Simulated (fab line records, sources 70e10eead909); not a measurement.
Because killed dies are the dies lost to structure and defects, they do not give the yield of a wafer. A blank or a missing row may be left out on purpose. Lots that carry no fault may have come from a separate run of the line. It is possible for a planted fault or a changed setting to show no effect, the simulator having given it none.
Which tool did it? / flow nandHarc / 36 wafers from 12 lots sampled at 6 of the route's 1159 steps

WHAT THE GAUGES SHOWED, per wafer
NHARC_P_GATE_CD_MEAS_91: the cd target is 2000 nm. Usual: cdNm reads 1998.9 nm (standard deviation 1.9).
lot=L105; measured=day 5 10:59; on=cdSem-01; cdNm (nm)=2000.2 2001.2 2001.1; flag=
lot=L106; measured=day 5 17:32; on=cdSem-03; cdNm (nm)=1997.7 1998.2 1997.5; flag=
lot=L108; measured=day 6 01:46; on=cdSem-01; cdNm (nm)=1996.7 1997.3 1992.8; flag=
lot=L110; measured=day 6 08:19; on=cdSem-02; cdNm (nm)=1999.0 2000.3 1999.0; flag=
lot=L109; measured=day 6 08:43; on=cdSem-01; cdNm (nm)=1997.8 2000.2 1997.7; flag=
lot=L111; measured=day 6 20:04; on=cdSem-03; cdNm (nm)=1997.6 1996.5 1994.8; flag=
lot=L115; measured=day 7 18:35; on=cdSem-01; cdNm (nm)=1999.7 1996.3 2000.0; flag=
lot=L119; measured=day 8 13:41; on=cdSem-03; cdNm (nm)=1999.9 2000.8 2000.4; flag=
lot=L117; measured=day 8 14:01; on=cdSem-02; cdNm (nm)=2119.3 2114.8 2117.4; flag=OFF
lot=L126; measured=day 10 22:40; on=cdSem-03; cdNm (nm)=1997.9 1999.5 1995.6; flag=
lot=L128; measured=day 10 22:07; on=cdSem-03; cdNm (nm)=1998.3 1995.4 1998.7; flag=
lot=L127; measured=day 11 06:33; on=cdSem-01; cdNm (nm)=1999.8 2002.0 2001.4; flag=

NHARC_END_SORT_01. Usual: killedAtArray 28, standard deviation 11; killedAtOther 0.7, standard deviation 1.1; killedAtPeriphery 2.9, standard deviation 2; killedDies 32, standard deviation 11; killedOpen 3.2, standard deviation 1.8; killedShort 2.0, standard deviation 1.4.
lot=L105; measured=day 19 12:55; on=prober-02; killedAtArray=27 29 26; killedAtOther=2 0 0; killedAtPeriphery=3 2 1; killedDies=32 31 27; killedOpen=3 3 4; killedShort=2 2 0; flag=
lot=L108; measured=day 19 19:04; on=prober-02; killedAtArray=32 27 34; killedAtOther=1 2 1; killedAtPeriphery=4 2 0; killedDies=37 31 35; killedOpen=5 2 5; killedShort=3 0 1; flag=
lot=L119; measured=day 21 22:17; on=prober-02; killedAtArray=27 26 32; killedAtOther=1 0 1; killedAtPeriphery=1 1 2; killedDies=29 27 35; killedOpen=3 7 2; killedShort=3 0 5; flag=
lot=L117; measured=day 22 06:47; on=prober-02; killedAtArray=10 13 11; killedAtOther=0 0 0; killedAtPeriphery=3 1 1; killedDies=13 14 12; killedOpen=2 3 2; killedShort=1 2 1; flag=
lot=L128; measured=day 24 17:51; on=prober-02; killedAtArray=14 14 14; killedAtOther=0 0 1; killedAtPeriphery=3 7 7; killedDies=17 21 22; killedOpen=2 4 2; killedShort=1 3 2; flag=

EACH LOT AND THE TOOL THAT RAN IT (in order: tool; ch and the chambers of the sampled wafers; start)
lot=L105; NHARC_P_GATE_ALD_36=aldSin-01 ch 0,1,3, day 4 22:51; NHARC_P_GATE_ETCHBACK_37=rieDiel-08 ch 2,3, day 5 10:50 or earlier; NHARC_P_GATE_EXPOSE_88=krfScanner-03 ch 0, day 5 10:50; NHARC_P_GATE_DEGAS_109=pvdSputter-01, day 5 13:22
lot=L106; NHARC_P_GATE_ALD_36=aldSin-03 ch 1,2,3, day 5 04:11; NHARC_P_GATE_ETCHBACK_37=rieDiel-06 ch 2,3, day 5 17:23 or earlier; NHARC_P_GATE_EXPOSE_88=krfScanner-04 ch 0, day 5 17:23; NHARC_P_GATE_DEGAS_109=pvdSputter-03, day 5 19:43
lot=L108; NHARC_P_GATE_ALD_36=aldSin-02 ch 2,3, day 5 11:53; NHARC_P_GATE_ETCHBACK_37=rieDiel-06 ch 1,2,3, day 6 01:37 or earlier; NHARC_P_GATE_EXPOSE_88=krfScanner-04 ch 0, day 6 01:37; NHARC_P_GATE_DEGAS_109=pvdSputter-02, day 6 03:53
lot=L110; NHARC_P_GATE_ALD_36=aldSin-01 ch 1,2, day 5 18:30; NHARC_P_GATE_ETCHBACK_37=rieDiel-08 ch 1,2,3, day 6 08:09 or earlier; NHARC_P_GATE_EXPOSE_88=krfScanner-03 ch 0, day 6 08:09; NHARC_P_GATE_DEGAS_109=pvdSputter-03, day 6 10:26
lot=L109; NHARC_P_GATE_ALD_36=aldSin-02 ch 0,1,3, day 5 19:58; NHARC_P_GATE_ETCHBACK_37=rieDiel-08 ch 0,1,3, day 6 08:33 or earlier; NHARC_P_GATE_EXPOSE_88=krfScanner-03 ch 0, day 6 08:33; NHARC_P_GATE_DEGAS_109=pvdSputter-03, day 6 10:55
lot=L111; NHARC_P_GATE_ALD_36=aldSin-03 ch 0,1,2, day 6 09:20; NHARC_P_GATE_ETCHBACK_37=rieDiel-08 ch 0,3, day 6 19:55 or earlier; NHARC_P_GATE_EXPOSE_88=krfScanner-04 ch 0, day 6 19:55; NHARC_P_GATE_DEGAS_109=pvdSputter-03, day 6 22:11
lot=L115; NHARC_P_GATE_ALD_36=aldSin-02 ch 0,1,2, day 7 04:23; NHARC_P_GATE_ETCHBACK_37=rieDiel-04 ch 0,2,3, day 7 18:25 or earlier; NHARC_P_GATE_EXPOSE_88=krfScanner-03 ch 0, day 7 18:25; NHARC_P_GATE_DEGAS_109=pvdSputter-03, day 7 20:58
lot=L119; NHARC_P_GATE_ALD_36=aldSin-03 ch 1,2, day 7 23:38; NHARC_P_GATE_ETCHBACK_37=rieDiel-08 ch 0,3, day 8 13:31 or earlier; NHARC_P_GATE_EXPOSE_88=krfScanner-04 ch 0, day 8 13:31; NHARC_P_GATE_DEGAS_109=pvdSputter-02, day 8 15:49
lot=L117; NHARC_P_GATE_ALD_36=aldSin-02 ch 0,1, day 7 23:45; NHARC_P_GATE_ETCHBACK_37=rieDiel-06 ch 0,2,3, day 8 13:52 or earlier; NHARC_P_GATE_EXPOSE_88=krfScanner-03 ch 0, day 8 13:52; NHARC_P_GATE_DEGAS_109=pvdSputter-01, day 8 16:36
lot=L126; NHARC_P_GATE_ALD_36=aldSin-01 ch 0,1, day 10 08:26; NHARC_P_GATE_ETCHBACK_37=rieDiel-06 ch 2,3, day 10 22:30 or earlier; NHARC_P_GATE_EXPOSE_88=krfScanner-04 ch 0, day 10 22:30; NHARC_P_GATE_DEGAS_109=pvdSputter-02, day 11 01:04
lot=L128; NHARC_P_GATE_ALD_36=aldSin-03 ch 0,2,3, day 10 09:13; NHARC_P_GATE_ETCHBACK_37=rieDiel-08 ch 1,2, day 10 21:58 or earlier; NHARC_P_GATE_EXPOSE_88=krfScanner-03 ch 0, day 10 21:58; NHARC_P_GATE_DEGAS_109=pvdSputter-03, day 11 00:16
lot=L127; NHARC_P_GATE_ALD_36=aldSin-03 ch 0,2, day 10 15:57; NHARC_P_GATE_ETCHBACK_37=rieDiel-08 ch 0,1, day 11 06:24 or earlier; NHARC_P_GATE_EXPOSE_88=krfScanner-03 ch 0, day 11 06:24; NHARC_P_GATE_DEGAS_109=pvdSputter-02, day 11 08:54
- NHARC_P_GATE_ALD_36: deposits SiNx, target thk 20 nm, pulse time 60 s, ald cycles 223.
- NHARC_P_GATE_ETCHBACK_37: etches the open film in CHF3/O2, target depth 34.5 nm, time 17.2 s.
- NHARC_P_GATE_EXPOSE_88: exposes mask P HVN, target cd 2000 nm.
- NHARC_P_GATE_DEGAS_109: time 60 s.

AS READ BY THE TOOLS THEMSELVES (means over the sampled wafers that have a number; for cases with no such wafer, the mark the record gives instead)
NHARC_P_GATE_ALD_36. Usual: heaterPowerW 888 W, standard deviation 71; precursorPulseHeightRel 1.001, standard deviation 0.019.
lot=L105; tool=aldSin-01; heaterPowerW (W)=922; precursorPulseHeightRel=1.009; flag=
lot=L106; tool=aldSin-03; heaterPowerW (W)=902; precursorPulseHeightRel=1.012; flag=
lot=L108; tool=aldSin-02; heaterPowerW (W)=944; precursorPulseHeightRel=1.012; flag=
lot=L110; tool=aldSin-01; heaterPowerW (W)=926; precursorPulseHeightRel=1.010; flag=
lot=L109; tool=aldSin-02; heaterPowerW (W)=891; precursorPulseHeightRel=0.996; flag=
lot=L111; tool=aldSin-03; heaterPowerW (W)=895; precursorPulseHeightRel=0.999; flag=
lot=L115; tool=aldSin-02; heaterPowerW (W)=826; precursorPulseHeightRel=1.007; flag=
lot=L119; tool=aldSin-03; heaterPowerW (W)=890; precursorPulseHeightRel=0.991; flag=
lot=L117; tool=aldSin-02; heaterPowerW (W)=831; precursorPulseHeightRel=0.984; flag=
lot=L126; tool=aldSin-01; heaterPowerW (W)=979; precursorPulseHeightRel=1.006; flag=
lot=L128; tool=aldSin-03; heaterPowerW (W)=874; precursorPulseHeightRel=0.994; flag=
lot=L127; tool=aldSin-03; heaterPowerW (W)=903; precursorPulseHeightRel=0.995; flag=

NHARC_P_GATE_ETCHBACK_37. Usual: for chamberPressureMTorr, 24.999 mTorr with a standard deviation of 0.023; for drypumpMotorCurrentA, 5.8 A with a standard deviation of 0.46; for oesProductAu, 0.94 a.u. with a standard deviation of 0.033; for rfFwdPowerW, 489.2 W with a standard deviation of 2.3; for rfVppV, 370.3 V with a standard deviation of 2.4; for showerheadPlenumPTorr, 2.39 Torr with a standard deviation of 0.1; for throttleValvePct, 20.571 % with a standard deviation of 0.0093.
lot=L105; tool=rieDiel-08; chamberPressureMTorr (mTorr)=25.001; drypumpMotorCurrentA (A)=5.3; oesProductAu (a.u.)=0.92; rfFwdPowerW (W)=490.1; rfVppV (V)=371.3; showerheadPlenumPTorr (Torr)=2.48; throttleValvePct (%)=20.574; flag=
lot=L106; tool=rieDiel-06; chamberPressureMTorr (mTorr)=24.996; drypumpMotorCurrentA (A)=5.7; oesProductAu (a.u.)=0.91; rfFwdPowerW (W)=487.8; rfVppV (V)=371.8; showerheadPlenumPTorr (Torr)=2.44; throttleValvePct (%)=20.561; flag=
lot=L108; tool=rieDiel-06; chamberPressureMTorr (mTorr)=25.008; drypumpMotorCurrentA (A)=5.9; oesProductAu (a.u.)=0.93; rfFwdPowerW (W)=488.8; rfVppV (V)=369.1; showerheadPlenumPTorr (Torr)=2.36; throttleValvePct (%)=20.577; flag=
lot=L110; tool=rieDiel-08; chamberPressureMTorr (mTorr)=25.014; drypumpMotorCurrentA (A)=5.8; oesProductAu (a.u.)=0.91; rfFwdPowerW (W)=488.8; rfVppV (V)=371.3; showerheadPlenumPTorr (Torr)=2.41; throttleValvePct (%)=20.578; flag=
lot=L109; tool=rieDiel-08; chamberPressureMTorr (mTorr)=25.007; drypumpMotorCurrentA (A)=6.2; oesProductAu (a.u.)=0.92; rfFwdPowerW (W)=490.5; rfVppV (V)=370.1; showerheadPlenumPTorr (Torr)=2.34; throttleValvePct (%)=20.568; flag=
lot=L111; tool=rieDiel-08; chamberPressureMTorr (mTorr)=25.012; drypumpMotorCurrentA (A)=6.2; oesProductAu (a.u.)=1.00; rfFwdPowerW (W)=486.7; rfVppV (V)=368.0; showerheadPlenumPTorr (Torr)=2.32; throttleValvePct (%)=20.569; flag=
lot=L115; tool=rieDiel-04; chamberPressureMTorr (mTorr)=24.983; drypumpMotorCurrentA (A)=5.8; oesProductAu (a.u.)=1.00; rfFwdPowerW (W)=490.5; rfVppV (V)=372.4; showerheadPlenumPTorr (Torr)=2.53; throttleValvePct (%)=20.564; flag=
lot=L119; tool=rieDiel-08; chamberPressureMTorr (mTorr)=25.000; drypumpMotorCurrentA (A)=6.3; oesProductAu (a.u.)=0.93; rfFwdPowerW (W)=487.7; rfVppV (V)=369.3; showerheadPlenumPTorr (Torr)=2.32; throttleValvePct (%)=20.579; flag=
lot=L117; tool=rieDiel-06; chamberPressureMTorr (mTorr)=25.007; drypumpMotorCurrentA (A)=5.7; oesProductAu (a.u.)=0.93; rfFwdPowerW (W)=487.0; rfVppV (V)=368.9; showerheadPlenumPTorr (Torr)=2.35; throttleValvePct (%)=20.564; flag=
lot=L126; tool=rieDiel-06; chamberPressureMTorr (mTorr)=24.984; drypumpMotorCurrentA (A)=5.8; oesProductAu (a.u.)=0.93; rfFwdPowerW (W)=490.3; rfVppV (V)=371.0; showerheadPlenumPTorr (Torr)=2.42; throttleValvePct (%)=20.569; flag=
lot=L128; tool=rieDiel-08; chamberPressureMTorr (mTorr)=25.001; drypumpMotorCurrentA (A)=5.7; oesProductAu (a.u.)=0.91; rfFwdPowerW (W)=492.1; rfVppV (V)=371.7; showerheadPlenumPTorr (Torr)=2.42; throttleValvePct (%)=20.575; flag=
lot=L127; tool=rieDiel-08; chamberPressureMTorr (mTorr)=24.995; drypumpMotorCurrentA (A)=6.2; oesProductAu (a.u.)=0.91; rfFwdPowerW (W)=491.3; rfVppV (V)=369.6; showerheadPlenumPTorr (Torr)=2.35; throttleValvePct (%)=20.569; flag=

NHARC_P_GATE_DEGAS_109. Usual: heaterPowerW reads 486 W (standard deviation 56).
lot=L105; tool=pvdSputter-01; heaterPowerW (W)=453; flag=
lot=L106; tool=pvdSputter-03; heaterPowerW (W)=475; flag=
lot=L108; tool=pvdSputter-02; heaterPowerW (W)=466; flag=
lot=L110; tool=pvdSputter-03; heaterPowerW (W)=524; flag=
lot=L109; tool=pvdSputter-03; heaterPowerW (W)=478; flag=
lot=L111; tool=pvdSputter-03; heaterPowerW (W)=545; flag=
lot=L115; tool=pvdSputter-03; heaterPowerW (W)=520; flag=
lot=L119; tool=pvdSputter-02; heaterPowerW (W)=443; flag=
lot=L117; tool=pvdSputter-01; heaterPowerW (W)=463; flag=
lot=L126; tool=pvdSputter-02; heaterPowerW (W)=510; flag=
lot=L128; tool=pvdSputter-03; heaterPowerW (W)=497; flag=
lot=L127; tool=pvdSputter-02; heaterPowerW (W)=499; flag=

THE ANSWER, worked out from the rows above alone
Rule: take the mean of a lot's wafers that have a number; if it is more than 3 standard deviations from the usual mean, the lot is off. Also off: a lot with no number at a reading for which 4 or more lots have one. Any other lot the step has rows for is counted as sound. Order of review: gauges by route order, followed by the tools' own readings, for which a lot's mean as printed above is used. The first step at which some lot is off is used, and at that step the reading that is off furthest; a lot without a number counts as furthest.
Off at NHARC_P_GATE_CD_MEAS_91 (cdNm): L117.
A tool fits if, at a process step before that reading, it ran every lot that is off, and no sound lot after the first of them. Those tools and the gauges at NHARC_P_GATE_CD_MEAS_91 are tried in the same way. NHARC_P_GATE_ETCHBACK_37 gives no start for some lots, so the hours and the order of its lots are those of NHARC_P_GATE_EXPOSE_88. 2 tools fit, aldSin-02 at NHARC_P_GATE_ALD_36 and cdSem-02 at NHARC_P_GATE_CD_MEAS_91, so this cannot tell which one it is.

WHAT HAD BEEN PUT IN BY THE SIMULATOR
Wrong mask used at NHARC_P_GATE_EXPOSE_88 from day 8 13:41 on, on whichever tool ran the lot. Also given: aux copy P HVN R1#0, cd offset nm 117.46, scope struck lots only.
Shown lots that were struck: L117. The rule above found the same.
